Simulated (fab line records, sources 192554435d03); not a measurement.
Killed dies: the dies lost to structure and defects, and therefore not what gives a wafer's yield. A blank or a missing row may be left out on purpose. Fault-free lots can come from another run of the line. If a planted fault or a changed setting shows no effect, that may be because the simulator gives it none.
Split-lot trial | flow n5Finfet | route with 1938 steps; 7 lots, 21 wafers read

ABOUT THE SPLIT
At N5_BEOL_M0_SAQP_ETCH_107 (etches SiNx in CH3F/O2, target depth 30 nm), the setting sourceW was moved away from the recipe's 395 W on 4 of the 21 wafers read, by -16.4% to +16.1%. For the rest of the wafers, this setting stayed at what the recipe calls for.

The reading comes from the split's own step.

THE READING
BEOL_M0_SAQP.featureDepthNm (the simulator's own value, which no gauge read), in nm, at N5_BEOL_M0_SAQP_ETCH_107 (etches SiNx in CH3F/O2, target depth 30 nm). No usual value for it is given in the file. Here, 17 wafers ran the recipe; their average is 30.5 nm with a standard deviation of 0.41 nm.

wafer  | tool, chamber at the split | sourceW as run, W | against the recipe | BEOL_M0_SAQP.featureDepthNm, nm | against lot-mates on the recipe
L074.1 | rieDiel-03, 2              | 330.3             | -16.4%             | 28.2                            | -2.4
L074.3 | rieDiel-03, 3              | 395               | recipe             | 30.6                            | -
L074.5 | rieDiel-03, 2              | 330.3             | -16.4%             | 27.8                            | -2.8
L077.1 | rieDiel-02, 3              | 395               | recipe             | 30.4                            | -
L077.3 | rieDiel-02, 1              | 395               | recipe             | 30.6                            | -
L077.6 | rieDiel-02, 0              | 395               | recipe             | 31.4                            | -
L079.1 | rieDiel-03, 1,3            | 395               | recipe             | 30.6                            | -
L079.6 | rieDiel-03, 1,3            | 395               | recipe             | 30.6                            | -
L079.3 | rieDiel-03, 2              | 395               | recipe             | 29.8                            | -
L083.1 | rieDiel-05, 1              | 395               | recipe             | 30.4                            | -
L083.5 | rieDiel-05, 2,3            | 395               | recipe             | 30.8                            | -
L083.6 | rieDiel-05, 2,3            | 395               | recipe             | 30.8                            | -
L086.1 | rieDiel-03, 1,3            | 395               | recipe             | 30.6                            | -
L086.2 | rieDiel-03, 1,3            | 395               | recipe             | 30.6                            | -
L086.3 | rieDiel-03, 0              | 395               | recipe             | 30.4                            | -
L087.1 | rieDiel-03, 3              | 458.7             | +16.1%             | 32.4                            | +2.0
L087.5 | rieDiel-03, 1              | 458.7             | +16.1%             | 32.6                            | +2.2
L087.6 | rieDiel-03, 3              | 395               | recipe             | 30.4                            | -
L095.1 | rieDiel-03, 3              | 395               | recipe             | 30.6                            | -
L095.3 | rieDiel-03, 0              | 395               | recipe             | 30.2                            | -
L095.4 | rieDiel-03, 2              | 395               | recipe             | 29.4                            | -
When a row names more than one chamber, that row covers several wafers, and the file does not tell which wafer ran in which chamber.

FIT RESULTS
A straight line over all 21 wafers: BEOL_M0_SAQP.featureDepthNm changes by +0.139 nm for each +1% of sourceW; r = +0.93; the points scatter about the line by 0.41 nm.
The same after taking each lot's own level away (the mean of its wafers on the recipe; 21 wafers): +0.145 nm for each +1%; r = +0.95; scatter 0.34 nm.
That fit puts the effect of the largest move of sourceW on the reading at 2.4 nm.
Across the lots, their own levels run from 30.07 to 30.80 nm, a range of 1.8 times the standard deviation given above.
The two slopes are in agreement: the lot-to-lot level therefore moves the slope only a little.
Check: with one of the wafers moved furthest among these (-16.4%) left out of the fit, the line predicts -2.42 nm for it against its lot-mates. Against them it came out at -2.4 nm.

OTHER SPLITS ON THESE WAFERS
These wafers also went through other splits before the reading. Each is held against what the fit with the lots' levels taken away leaves over:
other split on the same wafers       | wafers away from the commonest value | r with BEOL_M0_SAQP.featureDepthNm (lot level and that fit taken away)
N5_SD_ACTIVATION_LSA_01 tempC        | 11                                   | -0.09
N5_HKMG_FIN_DESCUM_53 timeS          | 7                                    | -0.03
N5_HKMG_FIN_ETCH_54 sourceW          | 5                                    | -0.37
N5_GATE_CUT_ETCH_58 biasW            | 7                                    | -0.04
N5_MOL_CONTACT_COAG_EXPOSE_37 doseMj | 5                                    | +0.20

FILE'S OWN FIT
BEOL_M0_SAQP.featureDepthNm changes by +0.145 nm for each +1% of sourceW, r = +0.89.
